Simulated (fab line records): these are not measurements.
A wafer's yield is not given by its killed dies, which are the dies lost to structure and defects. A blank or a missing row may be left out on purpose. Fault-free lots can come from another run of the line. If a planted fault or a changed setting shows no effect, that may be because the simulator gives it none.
fab line records	flow n5_finfet
[record] lots = 7	wafers = 21	last_day = 17
route steps=1938 shown BEOL_M1@758 BEOL_M4@1111 PASSIVATION@1936
lots that met no fault: taken from a fault-free run of the same line
start_h: the number of hours between the record's first day and the start of the first shown wafer of the lot	wait_h: hours since the lot's step before	" same as the row above	L1.1+2: one row covering several wafers at once	- no value, or no start given	* or withheld: withheld	< > ~ a bound
route shown NAME@n: a module of which the file shows steps, and the number in the route of the first	usual: mean and standard deviation over wafers with no fault	same: alike in all rows	chamber/n: place in a boat	sites: readings site by site	_std_site: the standard deviation of these	_edge_site: inner sites' mean taken away from outer sites' mean	radius_mm: how far each site lies from the wafer's centre	mask NAME#n: copy n	behind: the tool/chamber that last shaped the wafer	hold: cause of the lot's hold/its duration in hours/its outcome	device: names the non-switching transistor (n, p or np)	end of line: tests of these same wafers at the route's end	step lacking rows: just its recipe	killed: the dies lost at the first sort to structure and to defects; this is not the yield of the wafer	map: per-die view of a wafer (x killed, . not killed, _ where there is no die)
set.NAME: the setting that was run; set.NAME@STEP: the one run at that earlier step	model.NAME: the simulator's own value behind a step, which no gauge read
lots at some steps of the route; a table a step, a row a wafer
services: from which hour (start_h, from the record's first day; less than 0 if before it) a tool's chamber was out of use, for how many hours, and why
[[steps]]
[step N5_BEOL_M1_COAT_05]
[recipe] resist = CAR-EUV	spin_rpm = 1500	resist_thk_nm = 30
[step N5_BEOL_M1_EBR_07]
[recipe] solvent = PGMEA	ebr_width_mm = 1.5
[step N5_BEOL_M1_SOFTBAKE_06]
[recipe] temp_c = 110	time_s = 60	resist = CAR-EUV
[step N5_BEOL_M1_EXPOSE_08]
[recipe] mask_id = M1	na = 0.33	source_shape = dipole	sigma_inner = 0.369	sigma_outer = 0.767	polarization = unpolarized	dose_mj = 33
[step N5_BEOL_M1_PEB_09]
[recipe] peb_temp_c = 100	peb_time_s = 60	resist = CAR-EUV
[step N5_BEOL_M1_DEVELOP_10]
[recipe] develop_time_s = 30	developer = TMAH	resist = CAR-EUV	rinse_liquid = surfactant_rinse	dry = air_spin	dev_temp_c = 23
[step N5_BEOL_M1_CD_MEAS_11]
[recipe] target_cd_nm = 17.05	landing_energy_ev = 500	detector = se_inlens	polarity = opening
[usual] cd_nm = 17.07/0.24
lot.wafer	tool	chamber	start_h	wait_h	cd_nm
L763.1	cd_sem-02	0	133.10	-	17.08
L763.2	"	0	"	"	16.95
L763.6	"	0	"	"	17.03
L768.2	cd_sem-02	0	162.80	-	16.60
L768.3	"	0	"	"	16.98
L768.6	"	0	"	"	16.43
L776.1	cd_sem-01	0	214.10	-	16.89
L776.3	"	0	"	"	17.34
L776.4	"	0	"	"	16.79
L777.1	cd_sem-02	0	220.84	-	17.00
L777.4	"	0	"	"	16.94
L777.6	"	0	"	"	16.95
L778.1	cd_sem-03	0	224.20	-	17.55
L778.3	"	0	"	"	17.18
L778.4	"	0	"	"	17.05
L779.1	cd_sem-03	0	227.05	-	16.91
L779.3	"	0	"	"	17.45
L779.6	"	0	"	"	17.02
L783.2	cd_sem-01	0	253.96	-	17.08
L783.3	"	0	"	"	17.15
L783.5	"	0	"	"	17.12
[step N5_BEOL_M1_OVL_MEAS_12]
[recipe] points_per_wafer = 522
[usual] M1_OVL = 0.2/0.65
lot.wafer	tool	chamber	start_h	wait_h	M1_OVL[nm]
L763.1	overlay-02	0	133.13	0.0	-0.5
L763.2	"	0	"	"	0.4
L763.6	"	0	"	"	0.5
L768.2	overlay-02	0	162.83	0.0	0.6
L768.3	"	0	"	"	-0.1
L768.6	"	0	"	"	-0.1
L776.1	overlay-02	0	214.13	0.0	0.6
L776.3	"	0	"	"	-0.6
L776.4	"	0	"	"	-0.3
L777.1	overlay-01	0	220.87	0.0	-0.2
L777.4	"	0	"	"	-0.4
L777.6	"	0	"	"	0.7
L778.1	overlay-01	0	224.23	0.0	0.3
L778.3	"	0	"	"	-0.8
L778.4	"	0	"	"	-0.5
L779.1	overlay-02	0	227.08	0.0	0.1
L779.3	"	0	"	"	-0.2
L779.6	"	0	"	"	0.3
L783.2	overlay-01	0	253.99	0.0	1.4
L783.3	"	0	"	"	0.5
L783.5	"	0	"	"	-0.9
[step N5_BEOL_M1_INSPECT_13]
[recipe] mode = adi	inspect_instrument = brightfield
[usual] raw_defect_count = 428/96
lot.wafer	tool	chamber	start_h	wait_h	raw_defect_count
L763.1	defect_inspect-01	-	133.19	0.1	538
L763.2	"	-	"	"	430
L763.6	"	-	"	"	579
L768.2	defect_inspect-02	-	162.89	0.0	354
L768.3	"	-	"	"	297
L768.6	"	-	"	"	499
L776.1	defect_inspect-01	-	214.19	0.1	334
L776.3	"	-	"	"	381
L776.4	"	-	"	"	311
L777.1	defect_inspect-02	-	220.93	0.1	320
L777.4	"	-	"	"	401
L777.6	"	-	"	"	476
L778.1	defect_inspect-02	-	224.29	0.1	391
L778.3	"	-	"	"	376
L778.4	"	-	"	"	374
L779.1	defect_inspect-02	-	227.13	0.1	356
L779.3	"	-	"	"	362
L779.6	"	-	"	"	346
L783.2	defect_inspect-02	-	254.05	0.0	384
L783.3	"	-	"	"	553
L783.5	"	-	"	"	296
[step N5_BEOL_M1_DESCUM_16]
[recipe] chemistry = O2	time_s = 7	source_power_w = 50	bias_power_w = 20	pressure_mtorr = 20	rf_frequency_hz = 2.712e+07	temp_c = 40	resist = CAR-EUV	o2_flow_sccm = 225
[usual] drypump_motor_current_A = 5.9/0.56	oes_product_au = 0.81/0.081	rf_vpp_V = 243.2/1.2	showerhead_plenum_p_Torr = 2.09/0.06	throttle_valve_pct = 20.35/0.24
lot.wafer	tool	chamber	start_h	wait_h	drypump_motor_current_A	oes_product_au	rf_hours_counter_h	rf_vpp_V	showerhead_plenum_p_Torr	throttle_valve_pct
L763.1	rie_diel-02	2	133.23	0.0	6.2	0.97	1	245.2	2.23	20.17
L763.2	"	1	"	"	5.3	0.76	151	241.9	2.06	20.06
L763.6	"	0	"	"	5.6	0.69	-	243.8	2.14	20.68
L768.2	rie_diel-01	3	162.92	0.0	6.3	0.73	175	243.8	2.10	20.27
L768.3	"	2	"	"	6.8	0.79	120	243.4	2.02	20.00
L768.6	"	2	"	"	6.8	0.81	-	241.9	2.02	20.02
L776.1	rie_diel-02	1	214.23	0.0	5.3	0.74	172	243.7	2.05	20.10
L776.3	"	0	"	"	5.6	0.94	7	244.6	2.13	20.36
L776.4	"	2	"	"	6.2	0.89	29	244.5	2.22	20.20
L777.1	rie_diel-04	0	221.02	0.1	6.1	0.73	186	243.4	2.15	20.45
L777.4	"	2	"	"	5.7	0.74	181	242.2	2.01	20.41
L777.6	"	1	"	"	5.0	0.85	-	243.1	2.16	20.62
L778.1	rie_diel-02	1	224.80	0.5	5.3	0.74	175	242.5	2.05	20.11
L778.3	"	3	"	"	6.0	0.68	192	243.7	2.10	20.98
L778.4	"	2	"	"	6.2	0.88	32	244.9	2.22	20.21
L779.1	rie_diel-02	0	227.51	0.4	5.6	0.93	12	243.9	2.13	20.38
L779.3	"	1	"	"	5.4	0.74	176	242.5	2.05	20.11
L779.6	"	3	"	"	6.0	0.69	-	242.4	2.10	20.99
L783.2	rie_diel-01	0	254.08	0.0	5.1	0.85	60	242.4	2.05	20.16
L783.3	"	2	"	"	6.8	0.77	144	242.9	2.01	20.04
L783.5	"	1	"	"	6.4	0.85	-	244.6	2.12	20.62
[step N5_BEOL_M1_ETCH_74]
[recipe] chemistry = N2/H2	target = underlayer	target_depth_a = 65	mask_material = CAR-EUV	time_s = 5.2	ion_energy_ev = 200	pressure_mtorr = 30	source_w = 840	bias_w = 150	n2_flow_sccm = 200	h2_flow_sccm = 200	ends = cleared
[usual] bias_w = 150.0/0.41	drypump_motor_current_A = 5.9/0.56	etch_rf_on_time_s = 5.24/0.18	oes_product_au = 0.68/0.068	rf_vpp_V = 523.9/2.4	showerhead_plenum_p_Torr = 2.54/0.08	throttle_valve_pct = 17.78/0.24
lot.wafer	tool	chamber	start_h	wait_h	bias_w	drypump_motor_current_A	etch_rf_on_time_s	oes_product_au	rf_hours_counter_h	rf_vpp_V	showerhead_plenum_p_Torr	throttle_valve_pct
L763.1	rie_diel-02	2	133.26	0.0	149.7	6.2	5.00	0.82	1	527.3	2.70	17.54
L763.2	"	1	"	"	150.4	5.3	5.12	0.66	151	523.3	2.55	17.78
L763.6	"	0	"	"	149.7	5.6	5.24	0.59	-	527.1	2.64	18.33
L768.2	rie_diel-01	3	162.95	0.0	150.0	6.3	5.42	0.63	175	527.4	2.51	17.37
L768.3	"	2	"	"	149.3	6.8	5.03	0.68	120	521.7	2.47	17.63
L768.6	"	2	"	"	149.6	6.8	5.04	0.67	-	521.4	2.47	17.63
L776.1	rie_diel-02	1	214.26	0.0	149.8	5.3	5.17	0.63	172	524.7	2.54	17.82
L776.3	"	0	"	"	149.7	5.5	5.37	0.80	7	523.8	2.63	17.97
L776.4	"	2	"	"	150.1	6.2	5.10	0.74	29	530.3	2.69	17.60
L777.1	rie_diel-04	0	221.05	0.0	149.5	6.1	5.37	0.61	186	525.0	2.65	18.12
L777.4	"	2	"	"	149.5	5.7	5.43	0.62	181	521.2	2.43	17.74
L777.6	"	1	"	"	150.3	5.0	4.99	0.75	-	525.5	2.61	18.00
L778.1	rie_diel-02	1	224.83	0.0	149.7	5.4	5.23	0.63	175	521.6	2.54	17.82
L778.3	"	3	"	"	150.0	6.0	5.39	0.59	192	524.5	2.51	18.18
L778.4	"	2	"	"	149.9	6.2	5.17	0.74	32	528.0	2.68	17.58
L779.1	rie_diel-02	0	227.54	0.0	149.7	5.6	5.36	0.78	12	524.8	2.63	17.99
L779.3	"	1	"	"	150.4	5.3	5.10	0.64	176	522.7	2.54	17.81
L779.6	"	3	"	"	150.2	6.0	5.34	0.59	-	520.7	2.51	18.15
L783.2	rie_diel-01	0	254.11	0.0	149.8	5.1	5.04	0.73	60	520.3	2.47	17.62
L783.3	"	2	"	"	149.7	6.8	5.16	0.65	144	521.2	2.46	17.65
L783.5	"	1	"	"	150.2	6.3	5.38	0.72	-	523.7	2.56	17.89
[step N5_BEOL_M1_ETCH_63]
[recipe] chemistry = CF4	target = SiARC	target_depth_a = 156	mask_material = CAR-EUV	time_s = 26	ion_energy_ev = 80	pressure_mtorr = 40	source_w = 545	bias_w = 36	Ar_flow_sccm = 100	cf4_flow_sccm = 100	ends = cleared
[usual] bias_w = 36.01/0.11	drypump_motor_current_A = 5.9/0.56	etch_rf_on_time_s = 26.3/0.96	oes_product_au = 0.69/0.07	rf_vpp_V = 184.0/1	showerhead_plenum_p_Torr = 2.14/0.06	throttle_valve_pct = 15.50/0.2
lot.wafer	tool	chamber	start_h	wait_h	bias_w	drypump_motor_current_A	etch_rf_on_time_s	oes_product_au	rf_hours_counter_h	rf_vpp_V	showerhead_plenum_p_Torr	throttle_valve_pct
L763.1	rie_diel-02	2	133.28	0.0	35.77	6.2	25.1	0.83	1	186.1	2.29	15.36
L763.2	"	1	"	"	36.08	5.3	25.7	0.65	151	183.4	2.14	15.57
L763.6	"	0	"	"	35.94	5.6	26.5	0.59	-	185.0	2.18	15.83
L768.2	rie_diel-01	3	162.97	0.0	36.14	6.3	27.3	0.63	175	185.4	2.12	15.32
L768.3	"	2	"	"	36.22	6.8	25.5	0.67	120	182.7	2.08	15.29
L768.6	"	2	"	"	36.05	6.8	25.4	0.68	-	181.3	2.08	15.27
L776.1	rie_diel-02	1	214.28	0.0	36.04	5.4	25.9	0.64	172	184.2	2.14	15.61
L776.3	"	0	"	"	36.03	5.6	27.1	0.80	7	183.9	2.17	15.38
L776.4	"	2	"	"	35.88	6.2	25.4	0.75	29	185.1	2.28	15.40
L777.1	rie_diel-04	0	221.07	0.0	35.98	6.1	27.3	0.61	186	185.1	2.22	15.73
L777.4	"	2	"	"	36.19	5.6	27.6	0.61	181	182.3	2.05	15.54
L777.6	"	1	"	"	35.95	5.0	25.3	0.75	-	184.4	2.17	15.53
L778.1	rie_diel-02	1	224.85	0.0	36.05	5.4	26.0	0.64	175	182.8	2.14	15.62
L778.3	"	3	"	"	35.92	6.0	27.1	0.59	192	183.9	2.13	16.01
L778.4	"	2	"	"	36.09	6.2	25.0	0.75	32	185.1	2.27	15.43
L779.1	rie_diel-02	0	227.56	0.0	35.92	5.6	26.7	0.78	12	184.4	2.17	15.39
L779.3	"	1	"	"	36.07	5.4	25.8	0.63	176	184.5	2.14	15.63
L779.6	"	3	"	"	36.05	6.0	26.9	0.59	-	182.8	2.13	16.03
L783.2	rie_diel-01	0	254.13	0.0	36.02	5.1	25.0	0.73	60	182.5	2.08	15.26
L783.3	"	2	"	"	36.03	6.8	25.9	0.65	144	183.7	2.07	15.32
L783.5	"	1	"	"	35.99	6.3	26.8	0.71	-	184.5	2.17	15.67
[step N5_BEOL_M1_ETCH_64]
[recipe] chemistry = N2/H2	target = SOC	target_depth_a = 750	overetch_a = 150	mask_material = SiARC	temp_c = 40	time_s = 112.5	ion_energy_ev = 200	pressure_mtorr = 30	source_w = 840	bias_w = 150	n2_flow_sccm = 200	h2_flow_sccm = 200
[usual] bias_w = 150.0/0.41	drypump_motor_current_A = 5.9/0.57	oes_product_au = 0.64/0.061	rf_vpp_V = 524.0/2.4	showerhead_plenum_p_Torr = 2.54/0.08	throttle_valve_pct = 17.74/0.24
lot.wafer	tool	chamber	start_h	wait_h	bias_w	drypump_motor_current_A	oes_product_au	rf_hours_counter_h	rf_vpp_V	showerhead_plenum_p_Torr	throttle_valve_pct	model.SiARC_of_BEOL_M1_COAT_62.thk_nm
L763.1	rie_diel-02	2	133.31	0.0	150.7	6.2	0.75	1	526.8	2.70	17.48	6.8
L763.2	"	1	"	"	150.1	5.3	0.61	151	523.0	2.55	17.73	6.8
L763.6	"	0	"	"	150.2	5.5	0.56	-	524.7	2.64	18.29	7.2
L768.2	rie_diel-01	3	163.00	0.0	149.7	6.3	0.59	175	524.4	2.51	17.33	7.2
L768.3	"	2	"	"	149.1	6.8	0.62	120	521.2	2.47	17.59	6.6
L768.6	"	2	"	"	149.4	6.8	0.62	-	520.6	2.47	17.61	6.8
L776.1	rie_diel-02	1	214.31	0.0	-	5.3	0.69	172	525.6	2.54	17.78	7.6
L776.3	"	0	"	"	-	5.5	0.88	8	526.5	2.63	17.93	8.2
L776.4	"	2	"	"	149.9	6.2	0.69	29	528.5	2.69	17.54	6.8
L777.1	rie_diel-04	0	221.10	0.0	149.7	6.1	0.58	186	526.8	2.64	18.08	6.8
L777.4	"	2	"	"	149.7	5.7	0.58	181	522.5	2.43	17.69	7.2
L777.6	"	1	"	"	149.8	5.0	0.67	-	524.6	2.61	17.96	6.8
L778.1	rie_diel-02	1	224.88	0.0	-	5.3	0.69	175	522.4	2.54	17.78	7.6
L778.3	"	3	"	"	-	6.0	0.65	192	525.6	2.51	18.15	7.8
L778.4	"	2	"	"	149.8	6.2	0.68	32	528.4	2.68	17.54	6.8
L779.1	rie_diel-02	0	227.59	0.0	-	5.6	0.86	12	525.9	2.63	17.96	8
L779.3	"	1	"	"	-	5.3	0.69	176	524.2	2.54	17.79	7.6
L779.6	"	3	"	"	150.4	6.0	0.56	-	523.0	2.51	18.13	7
L783.2	rie_diel-01	0	254.16	0.0	149.7	5.1	0.66	60	522.1	2.47	17.57	6.6
L783.3	"	2	"	"	150.2	6.8	0.60	144	522.4	2.46	17.63	6.8
L783.5	"	1	"	"	150.8	6.4	0.67	-	524.6	2.56	17.85	7.4
[step N5_BEOL_M1_STRIP_65]
[recipe] chemistry = N2/H2	temp_c = 40	n2_flow_sccm = 200	h2_flow_sccm = 200	rf_frequency_hz = 6e+07
[step N5_BEOL_M4_RC_MEAS_101]
[usual] DIBL_N = 36.9/2.1	DIBL_P = 37.1/2.5	IOFF_N = 0.17/0.039	IOFF_P = 0.23/0.043	ION_N = 673/15	ION_P = 462/9.1	SS_N = 71.8/0.69	SS_P = 73.6/0.74	VT_N = 250/3.6	VT_P = -249.7/2.9
lot.wafer	tool	chamber	start_h	wait_h	DIBL_N[mV/V]	DIBL_P[mV/V]	IOFF_N[nA/um]	IOFF_P[nA/um]	ION_N[uA/um]	ION_P[uA/um]	SS_N[mV/dec]	SS_P[mV/dec]	VT_N[mV]	VT_P[mV]
L763.1	prober-02	0	180.91	0.0	36.0	36.5	0.17	0.22	672	467	72.1	72.5	250	-250.1
L763.2	"	0	"	"	34.6	35.6	0.14	0.20	663	459	71.0	72.8	253	-251.5
L763.6	"	0	"	"	36.7	38.2	0.17	0.23	665	460	72.5	73.6	250	-249.4
L768.2	prober-02	0	205.53	0.2	39.2	38.0	0.18	0.25	682	468	72.1	74.3	248	-247.4
L768.3	"	0	"	"	39.5	38.7	0.19	0.27	658	455	72.3	73.8	249	-248.0
L768.6	"	0	"	"	38.4	36.9	0.16	0.23	674	465	71.6	73.3	249	-250.0
L776.1	prober-02	0	259.83	0.0	38.3	40.0	0.19	0.24	685	465	72.6	74.2	244	-250.7
L776.3	"	0	"	"	35.9	36.5	0.14	0.18	666	454	71.8	73.7	254	-255.0
L776.4	"	0	"	"	40.8	42.8	0.24	0.28	692	468	72.4	75.5	248	-251.3
L778.1	prober-01	0	267.24	0.0	38.3	39.8	0.20	0.27	673	466	71.8	73.5	248	-246.5
L778.3	"	0	"	"	33.0	33.7	0.12	0.17	668	461	70.6	72.0	254	-255.0
L778.4	"	0	"	"	34.1	33.8	0.13	0.17	647	449	70.8	72.3	252	-254.0
L777.1	prober-01	0	272.38	0.0	35.6	33.3	0.11	0.16	637	440	71.7	72.4	257	-256.5
L777.4	"	0	"	"	40.6	42.5	0.23	0.30	701	477	72.6	74.8	246	-244.5
L777.6	"	0	"	"	37.4	37.2	0.16	0.21	679	461	71.4	73.2	250	-250.5
L779.1	prober-01	0	279.40	0.0	34.8	34.5	0.13	0.16	670	456	71.0	72.6	255	-254.5
L779.3	"	0	"	"	34.7	35.2	0.12	0.17	648	450	71.9	73.1	256	-254.4
L779.6	"	0	"	"	35.3	34.9	0.13	0.16	640	442	71.6	72.8	256	-255.4
L783.2	prober-02	0	302.25	0.2	33.7	33.2	0.11	0.17	641	446	70.5	72.0	255	-254.4
L783.3	"	0	"	"	33.9	32.4	0.12	0.16	660	451	71.4	72.4	251	-255.9
L783.5	"	0	"	"	36.3	35.9	0.15	0.20	657	453	71.7	73.6	252	-250.6
[step N5_PASSIVATION_PROBE_49]
[usual] defect_limited_yield = 91.3/1.4	killed_at_M0_to_M3 = 32/9.5	killed_at_M4_up = 14/5.2	killed_at_contacts = 13/5.7	killed_at_front_end = 41/12	killed_at_other = 3.5/2.6	killed_dies = 103/17	killed_open = 68/14	killed_short = 32/7	sort_bin_5_function = 5.0/0.91	sort_bin_6_memory = 3.3/0.7	sort_bin_8_speed = 0.03/0.22	sort_n_pass = 1076/17	sort_yield_pct = 91.2/1.4
[same] gross_dies = 1180	killed_at_back_side = 0	sort_bin_4_leakage[%] = 0
lot.wafer	tool	chamber	start_h	wait_h	defect_limited_yield[%]	killed_at_M0_to_M3	killed_at_M4_up	killed_at_contacts	killed_at_front_end	killed_at_other	killed_dies	killed_open	killed_short	sort_bin_5_function[%]	sort_bin_6_memory[%]	sort_bin_8_speed[%]	sort_n_pass	sort_yield_pct[%]
L776.1	prober-01	-	358.73	0.0	90.3	31	15	15	52	1	114	60	43	4.5	3.8	0.08	1066	90.3
// killed by level:class
L776.1 MOL_CONTACT_COAG:geometric_particle:open=13 HKMG_FIN:area_etch=10 FIN_SAQP:geometric_particle:open=9 FIN_SAQP:geometric_particle:short=8 BEOL_M0_SAQP:geometric_particle:short=8 BEOL_M0_SAQP:geometric_particle:open=6 BEOL_M2:geometric_particle:short=6 GATE_CUT:geometric_particle:open=5
[[services]]
tool	chamber	start_h	hours	kind
rie_diel-04	2	114.20	1.9	repair
rie_diel-04	-	131.63	0.8	repair
rie_diel-04	0	132.51	11.9	repair
rie_diel-02	1	156.55	15.9	repair
rie_diel-01	3	165.35	3.0	repair
rie_diel-02	0	172.64	-	clean
rie_diel-02	0	172.64	-	consumable_replace:focus_ring
rie_diel-02	0	172.64	14.3	scheduled_down
rie_diel-02	0	172.64	14.3	vent_cycle
rie_diel-01	2	220.07	16.1	repair
[[key]]
[first_sign] step = N5_BEOL_M1_ETCH_64	reading = oes_product_au	direction = up	sigmas = 1.8	usual = 0.64	struck = 0.74	wafers_moved = 2
effect none on later readings
[model_effect] step = N5_BEOL_M1_ETCH_64	value = SiARC_of_BEOL_M1_COAT_62.thk_nm	without = 6.967	struck = 7.8
met_at N5_BEOL_M1_ETCH_64
struck_wafers L776.1,L776.3,L778.1,L778.3,L779.1,L779.3
[baseline_loss] step = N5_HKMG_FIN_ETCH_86	wafers = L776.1
onset_between 133.31 214.31
[fault] kind = process_parameter_drift	tool = rie_diel-02	chamber = -	onset_h = 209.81	steps = N5_BEOL_M1_ETCH_64	channel = time_s	offset = *	shape = step	end_h = 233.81	scope = struck_wafers_only	acts_in = *	stated = *
// baseline_loss: these wafers lose ten dies or more at that step, a loss of the line's own and not of a fault; the sort's usual values leave them out
